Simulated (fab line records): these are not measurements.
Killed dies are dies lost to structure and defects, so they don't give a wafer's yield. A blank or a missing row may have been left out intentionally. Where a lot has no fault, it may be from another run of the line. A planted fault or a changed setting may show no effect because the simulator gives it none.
Chamber matching -- flow nand harc -- NHARC_A_STAIRCASE_CMP_152 on cmp-03: 4 sister chambers
The step polishes. 18 wafers are shown with their chamber, then 9 later ones without.

WAFERS PAIRED WITH THEIR CHAMBERS
wafer,chamber,motor current A (A)
L075.2,1,13.0
L075.3,2,13.0
L075.6,2,12.8
L084.1,1,12.6
L084.3,2,12.9
L084.5,2,13.2
L080.1,1,12.8
L080.2,0,11.5
L080.4,3,13.3
L085.4,3,14.3
L085.5,0,11.8
L085.6,3,13.1
L085.1,2,13.9
L085.2,1,12.7
L085.3,0,11.1
L088.2,2,13.5
L088.5,1,12.2
L088.6,0,11.6

SIGNATURES, as means of the wafers listed above
reading,chamber 0,chamber 1,chamber 2,chamber 3,scatter within a chamber
motor current A,11.500,12.660,13.217,13.567,0.406
Rule: for each reading, subtract the chamber's mean from the wafer's reading, divide by that reading's scatter and square the result; add these up over the readings and take the root, which gives the wafer's distance from the chamber. The wafer belongs to the nearest chamber; if the next one is less than 2 further off, it can't be placed. The scatter is the square root of a quotient: the sum, over the shown wafers, of each reading's squared deviation from its chamber's mean, divided by wafers minus chambers.

WAFERS WITHOUT THEIR CHAMBER
wafer,motor current A (A)
L089.1,11.8
L089.4,14.2
L089.5,13.6
L089.2,13.6
L089.3,13.1
L089.6,11.5
L093.1,13.9
L093.2,11.8
L093.5,13.4

CHAMBER TAKEN BY EACH
wafer,from the rows above,in truth
L089.1,can't be placed: 0 or 1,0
L089.4,can't be placed: 3 or 2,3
L089.5,can't be placed: 3 or 2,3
L089.2,can't be placed: 3 or 2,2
L089.3,can't be placed: 2 or 1 or 3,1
L089.6,0,0
L093.1,can't be placed: 3 or 2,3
L093.2,can't be placed: 0 or 1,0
L093.5,can't be placed: 3 or 2 or 1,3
Correctly placed: 1 of 9. These rows do not allow placing 8 (true chamber among the candidates in 8). Wrongly placed: 0.
